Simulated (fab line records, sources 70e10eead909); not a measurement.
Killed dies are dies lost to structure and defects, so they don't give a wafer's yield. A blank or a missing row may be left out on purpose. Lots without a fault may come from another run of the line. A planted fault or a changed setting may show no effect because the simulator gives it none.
fab line records | flow nand_harc
record lots=6 wafers=18 last_day=34
route steps=1302 shown A_WL_FILL@954
lots that met no fault: from a run of the same line without faults
start_h: hours from the record's first day to the start of the lot's first wafer shown | wait_h: hours since the lot's step before | " the same as in the row above | L1.1+2: a row that stands for several wafers | - no value, or no start given | * or withheld: withheld | < > ~ a bound
route shown NAME@n: a module of which the file shows steps, and the number in the route of the first | usual: mean/standard deviation of fault-free wafers | same: alike in all rows | chamber/n: place in a boat | sites: the reading at each site | _std_site: their standard deviation | _edge_site: outer sites' mean less inner sites' | radius_mm: how far each site lies from the wafer's centre | mask NAME#n: copy n | behind: the tool/chamber that last shaped the wafer | hold: why the lot was held/for how many hours/how that ended | device: the transistor (n, p or np) that didn't switch | end of line: the same wafers' tests at the end of the route | a step without rows: its recipe alone | killed: dies lost to structure and defects at the first sort, not the wafer's yield | map: a wafer's dies, x killed, . not, _ none there
set.NAME: the setting as run; set.NAME@STEP: as run at that earlier step | model.NAME: the simulator's own value behind a step, which no gauge read
lots at some steps of the route; a table a step, a row a wafer
services: from which hour (start_h, from the record's first day; less than 0 if before it) a tool's chamber was out of use, for how many hours, and why
## steps
# step NHARC_A_WL_FILL_ALD_02
# recipe target_thk_a=20 pulse_time_s=3 ald_cycles=100 temp_c=450 material=TiN
# usual heater_power_w=1065/77 precursor_pulse_height_rel=0.998/0.021
# columns lot.wafer tool chamber start_h wait_h heater_power_w precursor_pulse_height_rel
L855.3 ald_metal-04 1 530.05 0.2 1054 1.012
L855.2 " 3 " " 883 0.988
L855.5 " 0 " " 1037 0.988
L856.1 ald_metal-02 3 537.19 0.2 1000 0.987
L856.3 " 0 " " 1077 0.976
L856.5 " 0 " " 1086 0.990
L858.4 ald_metal-01 2 581.68 0.1 1162 0.995
L858.3 " 0 " " 994 0.978
L858.6 " 3 " " 1140 0.991
L861.2 ald_metal-02 0 593.00 0.2 1055 0.993
L861.3 " 2 " " 1159 1.015
L861.6 " 0 " " 1051 0.993
L871.1 ald_metal-01 3 682.61 0.2 1102 0.995
L871.3 " 2 " " 1197 0.985
L871.5 " 3 " " 1125 1.005
L872.3 ald_metal-04 3 714.13 0.1 828 1.010
L872.1 " 0 " " 1037 1.026
L872.2 " 1 " " 1096 0.964
# step NHARC_A_WL_FILL_CVD_03
# recipe target_thk_a=400 temp_c=300 pressure_torr=40 wf6_flow_sccm=40 h2_flow_sccm=1600 ar_flow_sccm=1560 time_s=279 material=W
# usual heater_power_w=467/46 throttle_valve_pct=7.9/0.39
# columns lot.wafer tool chamber start_h wait_h heater_power_w throttle_valve_pct
L855.2 cvd_w-01 0 530.45 0.1 396 7.6
L855.3 " 0 " " 394 7.5
L855.5 " 1 " " 445 8.5
L856.1 cvd_w-02 0 537.68 0.1 506 8.2
L856.3 " 1 " " 509 8.0
L856.5 " 0 " " 501 7.8
L858.3 cvd_w-02 0 582.34 0.3 497 7.9
L858.4 " 0 " " 488 8.1
L858.6 " 0 " " 491 7.9
L861.2 cvd_w-01 0 593.43 0.1 395 7.4
L861.3 " 0 " " 400 7.4
L861.6 " 1 " " 470 8.1
L871.1 cvd_w-02 1 683.05 0.1 553 7.7
L871.3 " 1 " " 539 8.0
L871.5 " 0 " " 493 7.5
L872.2 cvd_w-01 0 714.56 0.1 403 7.4
L872.1 " 1 " " 485 8.3
L872.3 " 0 " " 399 7.6
# step NHARC_A_WL_FILL_ETCHBACK_04
# recipe target_depth_a=600 time_s=120 chemistry=NF3
# usual drypump_motor_current_A=5.9/0.41 oes_product_au=0.998/0.0069 run_length_s=141.4/0.42
# columns lot.wafer tool chamber start_h wait_h drypump_motor_current_A oes_product_au rf_hours_counter_h run_length_s
L855.2 rie_metal-03 1 530.86 0.4 6.1 0.999 0.0 141.3
L855.3 " 0 " " 6.2 1.006 - 140.6
L855.5 " 1 " " 6.0 1.001 - 141.7
L856.1 rie_metal-03 1 538.03 0.3 6.0 1.001 0.2 141.6
L856.3 " 0 " " 6.2 0.993 - 140.6
L856.5 " 0 " " 6.2 1.004 - 140.8
L858.3 rie_metal-03 0 582.88 0.4 6.2 1.000 - 140.9
L858.4 " 1 " " 6.1 1.003 - 141.4
L858.6 " 1 " " 6.0 1.003 - 141.6
L861.2 rie_metal-03 0 593.83 0.4 6.2 0.996 1.4 140.6
L861.3 " 1 " " 6.0 0.994 - 141.5
L861.6 " 1 " " 6.0 0.998 - 141.8
L871.1 rie_metal-02 0 683.42 0.3 5.2 0.999 1.2 142.0
L871.3 " 0 " " 5.2 0.993 - 141.3
L871.5 " 0 " " 5.2 0.986 - 141.8
L872.2 rie_metal-02 1 714.94 0.3 6.1 0.997 0.5 141.6
L872.1 " 0 " " 5.2 0.999 2.6 141.9
L872.3 " 0 " " 5.2 0.988 - 141.8
# step NHARC_A_WL_FILL_ETCHBACK_05
# recipe target_depth_a=220 time_s=60 temp_c=40 chemistry=Cl2/BCl3
# usual drypump_motor_current_A=5.9/0.41 oes_product_au=0.997/0.0074 run_length_s=81.3/0.41
# columns lot.wafer tool chamber start_h wait_h drypump_motor_current_A oes_product_au rf_hours_counter_h run_length_s
L855.2 rie_metal-03 0 531.06 0.2 6.2 0.995 0.1 80.6
L855.3 " 1 " " 6.0 0.988 - 81.6
L855.5 " 0 " " 6.2 0.996 - 80.5
L856.1 rie_metal-03 1 538.25 0.2 6.1 0.996 0.4 81.3
L856.3 " 0 " " 6.2 0.993 - 80.4
L856.5 " 1 " " 6.1 0.994 - 81.5
L858.4 rie_metal-03 1 583.09 0.1 6.0 1.002 - 81.4
L858.3 " 0 " " 6.2 0.999 - 81.0
L858.6 " 1 " " 6.1 0.995 - 81.7
L861.2 rie_metal-03 1 594.04 0.2 6.1 0.990 1.6 81.6
L861.3 " 1 " " 6.1 0.990 - 81.5
L861.6 " 0 " " 6.2 1.009 - 80.4
L871.1 rie_metal-02 0 683.86 0.4 5.2 0.995 1.4 82.1
L871.3 " 0 " " 5.2 0.996 - 81.5
L871.5 " 0 " " 5.2 0.995 - 81.9
L872.1 rie_metal-02 1 715.18 0.2 6.1 1.002 0.6 81.2
L872.2 " 0 " " 5.2 1.000 2.8 81.6
L872.3 " 1 " " 6.1 0.998 - 81.3
# step NHARC_A_WL_FILL_STRIP_27
# recipe power_w=1500 temp_c=250 time_s=20 chemistry=N2/H2
# step NHARC_A_WL_FILL_STRIP_28
# recipe time_s=1200 temp_c=72.5 chemistry=post_etch_residue_remover
# step NHARC_A_WL_FILL_PRECLEAN_06
# recipe time_s=300 chemistry=DIW
# step NHARC_A_WL_FILL_SRD_07
# step NHARC_A_WL_FILL_ANNEAL_08
# recipe temp_c=450 time_s=1800
# step NHARC_A_WL_FILL_ALD_10
# recipe target_thk_a=500 pulse_time_s=10 ald_cycles=500 temp_c=300 material=SiO2
# usual heater_power_w=453/46 precursor_pulse_height_rel=1.000/0.021
# columns lot.wafer tool chamber start_h wait_h heater_power_w precursor_pulse_height_rel
L855.3 ald_hk-03 1 536.49 0.3 474 1.010
L855.2 " 0 538.05 1.8 435 0.997
L855.5 " 2 539.09 2.9 528 0.984
L856.1 ald_hk-03 2 545.23 0.6 555 1.013
L856.3 " 0 546.26 1.6 444 1.024
L856.5 " 2 547.29 2.6 537 0.999
L858.3 ald_hk-03 0 588.51 0.1 440 1.039
L858.4 " 3 590.08 1.6 498 1.049
L858.6 " 0 " " 440 0.949
L861.2 ald_hk-02 2 601.73 0.1 401 0.958
L861.3 " 3 " " 459 1.017
L861.6 " 2 603.79 2.1 405 1.005
L871.1 ald_hk-02 3 690.48 0.1 462 0.966
L871.3 " 0 " " 403 0.996
L871.5 " 0 693.02 2.6 397 1.020
L872.3 ald_hk-02 3 720.57 0.0 454 1.018
L872.2 " 0 " " 391 0.986
L872.1 " 1 " " 468 1.008
# step NHARC_A_WL_FILL_ETCHBACK_16
# recipe target_depth_a=1200 time_s=24 c4f8_flow_sccm=withheld o2_flow_sccm=8 ar_flow_sccm=withheld rf_w=600 bias_w=800 chemistry=C4F8/O2/Ar
# usual oes_product_au=0.987/0.028 rf_vpp_V=722/4.4 run_length_s=45.2/0.48
# columns lot.wafer tool chamber start_h wait_h oes_product_au rf_hours_counter_h rf_vpp_V run_length_s
L855.3 rie_diel-09 3 541.18 - 0.989 2.1 723 45.4
L855.2 " 1 " " 1.000 2.1 727 44.7
L855.5 " 3 " " 1.001 - 724 45.0
L856.3 rie_diel-05 3 549.36 - 0.993 3.5 720 45.9
L856.1 " 0 " " 0.998 3.8 716 45.1
L856.5 " 2 " " 1.003 - 727 44.9
L858.4 rie_diel-09 0 593.20 - 1.002 3.9 719 28.4
L858.3 " 1 " " 1.007 4.0 727 26.8
L858.6 " 0 " " 1.013 - 721 28.3
L861.2 rie_diel-09 0 606.37 - 0.990 4.9 719 28.7
L861.3 " 1 " " 0.990 4.9 726 26.9
L861.6 " 0 " " 1.000 - 721 28.8
L871.1 rie_diel-05 2 695.08 - 0.963 3.4 728 44.9
L871.3 " 3 " " 0.981 3.1 720 45.6
L871.5 " 1 " " 0.975 - 718 45.5
L872.2 rie_diel-05 2 725.20 - 0.991 4.1 727 45.0
L872.1 " 0 " " 0.994 3.9 718 45.6
L872.3 " 1 " " 0.990 3.4 718 44.8
# step NHARC_A_WL_FILL_STRIP_29
# recipe time_s=20 o2_flow_sccm=500 ar_flow_sccm=0 bias_w=0 chemistry=O2
## services
# columns tool chamber start_h hours kind
rie_diel-05 0 509.42 4.1 repair
ald_metal-04 - 512.84 0.5 repair
rie_metal-03 - 519.10 9.0 pm
rie_diel-05 - 521.10 0.9 repair
ald_metal-04 - 525.32 3.8 repair
cvd_w-01 - 547.05 13.0 pm
rie_metal-03 0 569.97 1.3 repair
ald_hk-02 - 578.22 10.0 pm
cvd_w-02 1 580.92 6.7 repair
rie_diel-05 - 583.61 9.0 pm
ald_hk-02 - 598.39 2.1 repair
rie_metal-03 - 615.15 0.5 repair
rie_diel-05 1 623.40 5.8 repair
cvd_w-02 - 631.08 13.0 pm
rie_metal-02 - 631.18 9.0 pm
rie_metal-02 1 643.63 57.3 repair
rie_diel-05 1 670.92 3.9 repair
rie_diel-09 - 674.39 9.0 pm
rie_metal-02 - 688.23 1.2 repair
rie_metal-03 - 696.10 9.0 pm
ald_hk-02 - 697.77 0.7 repair
cvd_w-02 - 706.83 0.3 repair
rie_metal-03 - 720.49 0.9 repair
rie_diel-09 3 722.26 4.5 repair
## key
first_sign step=NHARC_A_WL_FILL_ETCHBACK_16 reading=run_length_s direction=down sigmas=36 usual=* struck=*
effect none on later readings
met_at NHARC_A_WL_FILL_ETCHBACK_16
struck_wafers L858.3,L858.4,L858.6,L861.2,L861.3,L861.6
later_rows_left_out L858.3,L858.4,L858.6,L861.2,L861.3,L861.6
sort_left_out L858.3,L858.4,L858.6,L861.2,L861.3,L861.6
tester_left_out L858,L861
onset_between 541.18 593.20
fault kind=process_parameter_drift tool=rie_diel-09 chamber=- onset_h=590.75 steps=NHARC_A_WL_FILL_ETCHBACK_16 channel=time_s offset=* shape=step end_h=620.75 acts_in=* stated=*
# tester_left_out: of these lots the tester's yield and bins aren't shown, on N5 and GAA mostly nor the transistor test; their killed dies are dies lost to structure and defects alone, not to doping, threshold or leakage, so they don't give the yield
# sort_left_out: the simulated sort isn't trusted on such a fault, so these wafers' sort isn't shown, and their yield isn't known
# later_rows_left_out: the simulator's readings of these wafers behind a module that went badly wrong aren't trusted and aren't shown, but for the sort
